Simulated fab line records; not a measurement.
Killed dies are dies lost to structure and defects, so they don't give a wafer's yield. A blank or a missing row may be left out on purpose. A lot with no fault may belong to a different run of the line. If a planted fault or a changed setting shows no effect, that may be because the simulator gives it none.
Which of the tools did it? + flow n5 finfet + Sampling: 10 lots, 30 wafers, 2 of 1938 route steps

WHAT THE GAUGES SHOWED, per wafer
N5_BEOL_M9_CD_MEAS_18: pitch 140 nm, target cd 70 nm.
| lot  | measured     | on        | cd nm (nm)     |
|------|--------------|-----------|----------------|
| L296 | day 10 08:48 | cd sem-02 | 69.8 70.3 70.4 |
| L297 | day 10 20:43 | cd sem-01 | 70.0 70.0 70.7 |
| L298 | day 11 07:47 | cd sem-02 | 69.9 69.5 69.9 |
| L300 | day 11 11:01 | cd sem-02 | 69.4 69.5 68.9 |
| L301 | day 11 18:04 | cd sem-02 | 69.2 70.0 69.0 |
| L305 | day 12 14:32 | cd sem-03 | 69.9 69.8 70.0 |
| L308 | day 13 15:55 | cd sem-02 | 69.8 69.7 69.1 |
| L312 | day 14 15:55 | cd sem-03 | 71.0 70.6 70.7 |
| L314 | day 14 19:46 | cd sem-01 | 69.1 69.5 69.4 |
| L319 | day 15 23:15 | cd sem-03 | 70.0 71.1 70.1 |

WHICH TOOL RAN EACH LOT (tool, then ch and the chambers of the sampled wafers, then the start)
| lot  | N5_BEOL_M9_ETCH_62                 |
|------|------------------------------------|
| L296 | rie diel-02 ch 1,2,3, day 10 08:26 |
| L297 | rie diel-02 ch 2,3, day 10 20:16   |
| L298 | rie diel-06 ch 0,2,3, day 11 07:25 |
| L300 | rie diel-05 ch 2,3, day 11 10:31   |
| L301 | rie diel-05 ch 1,2,3, day 11 17:42 |
| L305 | rie diel-05 ch 1,2,3, day 12 14:10 |
| L308 | rie diel-02 ch 0,1,3, day 13 15:29 |
| L312 | rie diel-06 ch 0,1,3, day 14 15:28 |
| L314 | rie diel-05 ch 0,1,3, day 14 19:24 |
| L319 | rie diel-06 ch 1,2,3, day 15 22:53 |
- N5_BEOL_M9_ETCH_62: etches SOC in N2/H2, target depth 110 nm, overetch 22 nm, time 165 s.

THE ANSWER, worked out from the rows above alone
Rule: what is usual is taken from the lots themselves. The widest of any qualifying gaps counts: lots, ordered by their means at a reading, are off when they make up no more than a third of the lots, leave a main group of 4 or more, and stand apart from it by 3 or more times the standard deviation of that group's means. A main group is skipped when, at the precision printed for the reading in the tables above, its means are all equal. A lot without any number at a reading at which 4 lots or more have one is off too. The other lots that the step has rows for count as sound.
Across all readings shown, no lot is off: no conclusion can be drawn from this.

WHAT THE SIMULATOR HAD PUT IN
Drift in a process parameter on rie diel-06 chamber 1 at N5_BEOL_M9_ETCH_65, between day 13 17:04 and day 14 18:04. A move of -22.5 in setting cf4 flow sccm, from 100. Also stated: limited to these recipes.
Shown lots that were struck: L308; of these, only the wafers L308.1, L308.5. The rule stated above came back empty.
